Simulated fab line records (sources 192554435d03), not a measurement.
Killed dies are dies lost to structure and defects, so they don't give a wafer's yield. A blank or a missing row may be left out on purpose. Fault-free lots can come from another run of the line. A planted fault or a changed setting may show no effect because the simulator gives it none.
What tool caused it? -- flow n5Finfet -- 24 lots with 72 wafers sampled at 6 steps, on a route of 1938 steps

## WHAT THE GAUGES SHOWED, per wafer
N5_BEOL_M7_CD_MEAS_11 targets a cd of 38.5 nm.
lot,measured,on,cdNm (nm)
L074,day 9 05:02,cdSem-01,39.4 38.1 38.4
L075,day 9 07:52,cdSem-02,38.8 38.5 37.8
L076,day 9 16:00,cdSem-02,39.0 38.5 38.2
L077,day 10 00:17,cdSem-03,38.7 38.7 39.0
L078,day 10 05:44,cdSem-02,37.7 38.5 38.2
L080,day 10 15:28,cdSem-01,39.0 38.2 38.1
L079,day 10 23:24,cdSem-02,38.5 38.6 38.7
L081,day 11 00:18,cdSem-01,38.3 39.1 39.0
L083,day 11 04:54,cdSem-03,38.7 38.2 38.5
L082,day 11 13:46,cdSem-03,38.0 37.9 37.6
L084,day 11 23:20,cdSem-03,38.7 39.0 39.0
L085,day 12 05:44,cdSem-02,38.2 37.9 38.3
L086,day 12 10:00,cdSem-03,38.2 38.8 38.1
L087,day 12 14:31,cdSem-03,38.7 38.7 38.3
L088,day 12 19:49,cdSem-02,38.7 38.2 38.5
L089,day 12 22:49,cdSem-03,38.8 38.1 38.2
L090,day 13 03:05,cdSem-03,38.9 38.3 38.5
L091,day 13 06:25,cdSem-01,37.7 39.0 38.1
L092,day 13 19:14,cdSem-02,38.6 38.6 38.7
L094,day 13 23:05,cdSem-02,37.6 38.5 39.0
L093,day 14 06:05,cdSem-02,38.7 38.3 38.7
L095,day 14 18:07,cdSem-02,39.1 38.7 39.0
L096,day 14 20:25,cdSem-02,38.8 39.4 38.7
L097,day 15 06:56,cdSem-03,37.8 38.7 38.4

N5_BEOL_M7_OVL_MEAS_12.
lot,measured,on,M7_OVL (nm)
L074,day 9 05:04,overlay-02,0.5 0.9 -0.2
L075,day 9 07:55,overlay-02,0.6 -0.2 0.6
L076,day 9 16:02,overlay-01,-0.2 -0.3 -1.2
L077,day 10 00:19,overlay-02,0.9 1.4 -0.1
L078,day 10 05:45,overlay-01,1.6 0.9 0.0
L080,day 10 15:30,overlay-02,-0.9 -0.1 -0.5
L079,day 10 23:26,overlay-01,0.8 1.2 1.1
L081,day 11 00:20,overlay-01,0.0 -0.7 0.7
L083,day 11 04:56,overlay-01,0.8 -1.1 -0.1
L082,day 11 13:47,overlay-02,-0.4 -1.5 -0.4
L084,day 11 23:22,overlay-01,-1.4 0.3 0.5
L085,day 12 05:46,overlay-02,-0.2 -0.9 0.0
L086,day 12 10:02,overlay-01,-0.4 -1.5 -0.4
L087,day 12 14:33,overlay-01,0.4 0.8 -0.2
L088,day 12 19:50,overlay-01,0.3 -0.6 0.9
L089,day 12 22:50,overlay-01,-0.1 0.7 -1.1
L090,day 13 03:07,overlay-01,0.9 -0.2 -0.5
L091,day 13 06:27,overlay-01,0.4 1.5 0.7
L092,day 13 19:16,overlay-02,-0.5 0.5 0.3
L094,day 13 23:07,overlay-02,-0.7 -0.1 0.5
L093,day 14 06:07,overlay-01,0.8 -0.3 0.4
L095,day 14 18:09,overlay-01,-0.1 -0.3 0.7
L096,day 14 20:27,overlay-02,-1.0 -0.8 -1.6
L097,day 15 06:58,overlay-02,-0.6 -0.3 -1.3

## EACH LOT AND THE TOOL THAT RAN IT (in order: tool; ch and the chambers of the sampled wafers; start)
lot,N5_BEOL_M6_ETCH_72,N5_BEOL_M6_CURE_75,N5_BEOL_M6_SPUTTER_48,N5_BEOL_M6_DEP_56
L074,"rieDiel-02 ch 0,1, day 8 21:33","uvCure-03 ch 2, day 8 22:19","pvdSputter-02, day 9 00:53","pecvd-04 ch 0,1, day 9 03:19"
L075,"rieDiel-02 ch 0,1, day 8 23:57","uvCure-01 ch 2, day 9 00:32","pvdSputter-01, day 9 03:43","pecvd-02 ch 0,2, day 9 05:13"
L076,"rieDiel-05 ch 0,1, day 9 09:26","uvCure-01 ch 2, day 9 10:04","pvdSputter-02, day 9 11:53","pecvd-04 ch 1,2, day 9 13:30"
L077,"rieDiel-02 ch 0,1,2, day 9 15:11","uvCure-02 ch 1, day 9 15:53","pvdSputter-02, day 9 17:22","pecvd-04 ch 0,1, day 9 21:35"
L078,"rieDiel-02 ch 0,2, day 9 21:40","uvCure-03 ch 2, day 9 22:19","pvdSputter-03, day 10 00:17","pecvd-02 ch 0,1, day 10 03:59"
L080,"rieDiel-03 ch 1,3, day 10 04:59","uvCure-01 ch 1, day 10 05:47","pvdSputter-02, day 10 08:44","pecvd-04 ch 0,1, day 10 12:10"
L079,"rieDiel-05 ch 0,2, day 10 14:24","uvCure-02 ch 0, day 10 15:27","pvdSputter-01, day 10 16:22","pecvd-01 ch 0,1,2, day 10 21:20"
L081,"rieDiel-03 ch 1,2, day 10 14:46","uvCure-01 ch 1, day 10 15:34","pvdSputter-03, day 10 17:55","pecvd-04 ch 0, day 10 22:28"
L083,"rieDiel-02 ch 0,1,3, day 10 21:20","uvCure-01 ch 0, day 10 22:01","pvdSputter-02, day 10 23:43","pecvd-02 ch 0,2, day 11 03:17"
L082,"rieDiel-05 ch 0,1, day 11 06:54","uvCure-01 ch 1, day 11 07:32","pvdSputter-01, day 11 08:43","pecvd-04 ch 1,2, day 11 10:08"
L084,"rieDiel-05 ch 1,2,3, day 11 18:37","uvCure-01 ch 1, day 11 19:14","pvdSputter-01, day 11 20:27","pecvd-01 ch 0,1, day 11 21:56"
L085,"rieDiel-05 ch 1,2, day 11 22:01","uvCure-02 ch 2, day 11 22:39","pvdSputter-02, day 12 01:14","pecvd-02 ch 0,1, day 12 02:06"
L086,"rieDiel-05 ch 1,2,3, day 12 01:39","uvCure-02 ch 0, day 12 02:14","pvdSputter-02, day 12 05:17","pecvd-02 ch 0,1,2, day 12 06:09"
L087,"rieDiel-05 ch 1,2,3, day 12 09:34","uvCure-01 ch 0, day 12 10:08","pvdSputter-03, day 12 11:10","pecvd-01 ch 0,1,2, day 12 12:13"
L088,"rieDiel-05 ch 1,3, day 12 11:16","uvCure-03 ch 2, day 12 12:03","pvdSputter-03, day 12 14:51","pecvd-01 ch 0,1,2, day 12 15:44"
L089,"rieDiel-03 ch 0,1,2, day 12 15:31","uvCure-03 ch 2, day 12 16:23","pvdSputter-01, day 12 19:08","pecvd-04 ch 0,1,2, day 12 20:01"
L090,"rieDiel-02 ch 0,1,3, day 12 22:29","uvCure-02 ch 2, day 12 23:04","pvdSputter-03, day 13 00:31","pecvd-04 ch 1,2, day 13 01:23"
L091,"rieDiel-05 ch 0,3, day 13 01:37","uvCure-01 ch 2, day 13 02:12","pvdSputter-01, day 13 03:47","pecvd-01 ch 0,1,2, day 13 04:39"
L092,"rieDiel-02 ch 0,1, day 13 14:22","uvCure-02 ch 0, day 13 14:58","pvdSputter-01, day 13 16:17","pecvd-01 ch 0,1,2, day 13 17:08"
L094,"rieDiel-03 ch 1,2, day 13 18:05","uvCure-01 ch 0, day 13 18:52","pvdSputter-03, day 13 19:55","pecvd-01 ch 0,1,2, day 13 21:47"
L093,"rieDiel-05 ch 0,1,2, day 14 01:11","uvCure-02 ch 1, day 14 01:47","pvdSputter-01, day 14 03:12","pecvd-01 ch 0,1, day 14 04:44"
L095,"rieDiel-02 ch 0,1,2, day 14 10:36","uvCure-01 ch 2, day 14 11:11","pvdSputter-03, day 14 13:34","pecvd-04 ch 0,2, day 14 14:42"
L096,"rieDiel-02 ch 0,1,2, day 14 13:25","uvCure-02 ch 2, day 14 14:04","pvdSputter-02, day 14 17:08","pecvd-02 ch 0,1, day 14 18:00"
L097,"rieDiel-05 ch 0,1, day 15 00:25","uvCure-02 ch 0, day 15 01:01","pvdSputter-03, day 15 02:48","pecvd-01 ch 1,2, day 15 05:44"
- N5_BEOL_M6_ETCH_72: etches underlayer in N2/H2, target depth 6.5 nm, time 5.2 s.
- N5_BEOL_M6_CURE_75: cures SiCOH lowk, time 120 s.
- N5_BEOL_M6_SPUTTER_48: material Cu, target thk 10 nm, time 1.667 s.
- N5_BEOL_M6_DEP_56: deposits SiCN from 3MS/NH3, target thk 10 nm, time 17.5 s.

## WHAT THE TOOLS THEMSELVES READ (means of the sampled wafers that have a number; where no wafer has one, the mark that the record gives instead)
N5_BEOL_M6_ETCH_72.
lot,tool,drypumpMotorCurrentA (A),etchRfOnTimeS (s),oesProductAu (a.u.),rfVppV (V),showerheadPlenumPTorr (Torr),throttleValvePct (%)
L074,rieDiel-02,5.7,5.24,0.62,524.9,2.55,17.88
L075,rieDiel-02,6.1,5.17,0.63,521.1,2.44,17.90
L076,rieDiel-05,5.4,5.10,0.59,525.3,2.61,17.95
L077,rieDiel-02,5.8,5.19,0.69,521.6,2.49,17.84
L078,rieDiel-02,6.0,5.14,0.76,520.3,2.43,17.77
L080,rieDiel-03,6.1,5.14,0.61,523.4,2.53,17.76
L079,rieDiel-05,5.6,5.14,0.69,523.4,2.52,17.56
L081,rieDiel-03,5.8,5.05,0.79,523.0,2.50,17.56
L083,rieDiel-02,5.9,5.20,0.64,521.2,2.48,17.90
L082,rieDiel-05,5.4,5.24,0.58,526.7,2.61,17.97
L084,rieDiel-05,5.7,5.11,0.65,523.8,2.57,17.95
L085,rieDiel-05,5.4,5.14,0.68,523.9,2.52,17.68
L086,rieDiel-05,5.7,5.14,0.64,524.2,2.57,17.97
L087,rieDiel-05,5.7,5.06,0.63,525.2,2.56,17.97
L088,rieDiel-05,6.1,5.07,0.58,525.1,2.61,18.25
L089,rieDiel-03,6.0,5.04,0.76,522.3,2.50,17.62
L090,rieDiel-02,5.9,5.25,0.63,521.9,2.47,17.91
L091,rieDiel-05,6.0,5.04,0.77,526.6,2.61,17.67
L092,rieDiel-02,6.1,5.21,0.60,520.7,2.42,17.99
L094,rieDiel-03,6.0,5.15,0.68,523.2,2.50,17.71
L093,rieDiel-05,5.5,5.02,0.80,525.3,2.55,17.53
L095,rieDiel-02,5.8,5.19,0.64,522.8,2.47,17.89
L096,rieDiel-02,5.9,5.23,0.64,522.1,2.47,17.90
L097,rieDiel-05,5.5,4.97,0.80,524.3,2.59,17.49

N5_BEOL_M6_CURE_75.
lot,tool,lampPowerPct (%),wafer_temp_C_max
L074,uvCure-03,52.29,372.4
L075,uvCure-01,52.27,372.1
L076,uvCure-01,52.30,372.4
L077,uvCure-02,52.33,371.3
L078,uvCure-03,52.26,372.6
L080,uvCure-01,52.32,371.0
L079,uvCure-02,52.30,371.7
L081,uvCure-01,52.28,371.0
L083,uvCure-01,52.32,372.5
L082,uvCure-01,52.32,371.3
L084,uvCure-01,52.30,371.4
L085,uvCure-02,52.33,373.5
L086,uvCure-02,52.30,371.3
L087,uvCure-01,52.29,372.2
L088,uvCure-03,52.28,372.7
L089,uvCure-03,52.34,372.4
L090,uvCure-02,52.29,373.5
L091,uvCure-01,52.32,372.2
L092,uvCure-02,52.33,372.0
L094,uvCure-01,52.34,372.2
L093,uvCure-02,52.30,371.3
L095,uvCure-01,52.32,372.5
L096,uvCure-02,52.31,373.6
L097,uvCure-02,52.29,371.9

N5_BEOL_M6_SPUTTER_48.
lot,tool,cathodeDcPowerW (W),throttleValvePct (%)
L074,pvdSputter-02,25996,30.6
L075,pvdSputter-01,26000,30.5
L076,pvdSputter-02,25999,31.2
L077,pvdSputter-02,26002,29.8
L078,pvdSputter-03,25996,30.2
L080,pvdSputter-02,26001,30.6
L079,pvdSputter-01,25999,29.0
L081,pvdSputter-03,26003,29.4
L083,pvdSputter-02,26001,29.8
L082,pvdSputter-01,26000,29.8
L084,pvdSputter-01,26004,29.5
L085,pvdSputter-02,25998,30.3
L086,pvdSputter-02,25999,30.7
L087,pvdSputter-03,25999,29.5
L088,pvdSputter-03,25999,30.3
L089,pvdSputter-01,26001,30.3
L090,pvdSputter-03,26001,30.7
L091,pvdSputter-01,26000,29.8
L092,pvdSputter-01,26003,31.1
L094,pvdSputter-03,25997,30.3
L093,pvdSputter-01,25999,29.7
L095,pvdSputter-03,25998,29.4
L096,pvdSputter-02,25996,30.7
L097,pvdSputter-03,25998,29.3

N5_BEOL_M6_DEP_56.
lot,tool,showerheadPlenumPTorr (Torr),throttleValvePct (%)
L074,pecvd-04,3.666,8.7
L075,pecvd-02,3.666,9.2
L076,pecvd-04,3.673,9.2
L077,pecvd-04,3.667,8.9
L078,pecvd-02,3.674,9.5
L080,pecvd-04,3.673,9.1
L079,pecvd-01,3.641,8.5
L081,pecvd-04,3.662,8.5
L083,pecvd-02,3.668,9.1
L082,pecvd-04,3.666,8.7
L084,pecvd-01,3.645,8.6
L085,pecvd-02,3.670,9.4
L086,pecvd-02,3.665,9.1
L087,pecvd-01,3.648,8.3
L088,pecvd-01,3.654,8.5
L089,pecvd-04,3.670,8.9
L090,pecvd-04,3.662,8.8
L091,pecvd-01,3.648,8.5
L092,pecvd-01,3.646,8.4
L094,pecvd-01,3.651,8.4
L093,pecvd-01,3.646,8.7
L095,pecvd-04,3.657,8.5
L096,pecvd-02,3.672,9.2
L097,pecvd-01,3.652,8.6

## THE ANSWER, worked out from the rows above alone
Rule: what is usual is taken from the lots themselves. The widest of any qualifying gaps counts: lots, ordered by their means at a reading, are off when they make up no more than a third of the lots, leave a main group of 4 or more, and stand apart from it by 3 or more times the standard deviation of that group's means. The tables above print the reading to a certain number of digits; a main group whose means all agree to those digits is not used. A lot without any number at a reading at which 4 lots or more have one is off too. Where the step has rows for the other lots, those lots are counted as sound. First the gauges in route order, then the tools' own readings, where a lot's mean is used as printed above. At the first step where some lot is off, the reading lying furthest off is the one used; lots without a number count as furthest.
No lot is off at any reading shown: from this, nothing can be told.

## WHAT WAS PUT IN BY THE SIMULATOR
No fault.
